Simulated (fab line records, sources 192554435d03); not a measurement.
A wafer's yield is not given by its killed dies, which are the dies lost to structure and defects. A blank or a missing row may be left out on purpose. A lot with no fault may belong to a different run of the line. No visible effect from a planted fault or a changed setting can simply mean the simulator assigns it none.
Matching of chambers / flow n5Finfet / N5_BEOL_M15_DEP_53 on pecvd-01 has 3 sister chambers
The step deposits SiCN from 3MS/NH3, target thk 50 nm, time 17.8 s. 3 wafers are shown with their chamber, then 8 later ones without.

## WAFERS WITH THEIR CHAMBER
wafer=L225.1; chamber=2; throttleValvePct (%)=17.5
wafer=L224.4; chamber=1; throttleValvePct (%)=20.4
wafer=L227.2; chamber=0; throttleValvePct (%)=18.1

## WAFERS MISSING THEIR CHAMBER
wafer=L227.4; throttleValvePct (%)=17.5
wafer=L227.5; throttleValvePct (%)=20.4
wafer=L229.3; throttleValvePct (%)=17.7
wafer=L229.4; throttleValvePct (%)=17.5
wafer=L229.6; throttleValvePct (%)=20.2
wafer=L228.2; throttleValvePct (%)=17.7
wafer=L228.3; throttleValvePct (%)=18.1
wafer=L228.4; throttleValvePct (%)=17.7

## WHICH CHAMBER EACH WENT THROUGH
wafer=L227.4; from the rows above=2; in truth=2
wafer=L227.5; from the rows above=1; in truth=1
wafer=L229.3; from the rows above=can't be placed: 2 or 0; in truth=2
wafer=L229.4; from the rows above=2; in truth=2
wafer=L229.6; from the rows above=1; in truth=1
wafer=L228.2; from the rows above=can't be placed: 2 or 0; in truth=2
wafer=L228.3; from the rows above=0; in truth=0
wafer=L228.4; from the rows above=can't be placed: 2 or 0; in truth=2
5 of 8 placed correctly. From these rows, 3 cannot be placed; in 3 the true chamber is one of the candidates. Number placed wrongly: 0.
How it was worked out, from the rows above alone: a wafer's distance from a chamber is the root of the sum, over the readings, of the square of ((its reading less the chamber's mean) divided by the reading's scatter). The wafer belongs to the nearest chamber; if the next one is less than 2 further off, it can't be placed. For every chamber, the mean is computed from those of its wafers that are shown. The scatter: root of mean squared gap, hidden wafer to nearest shown wafer, with one shown wafer a chamber.
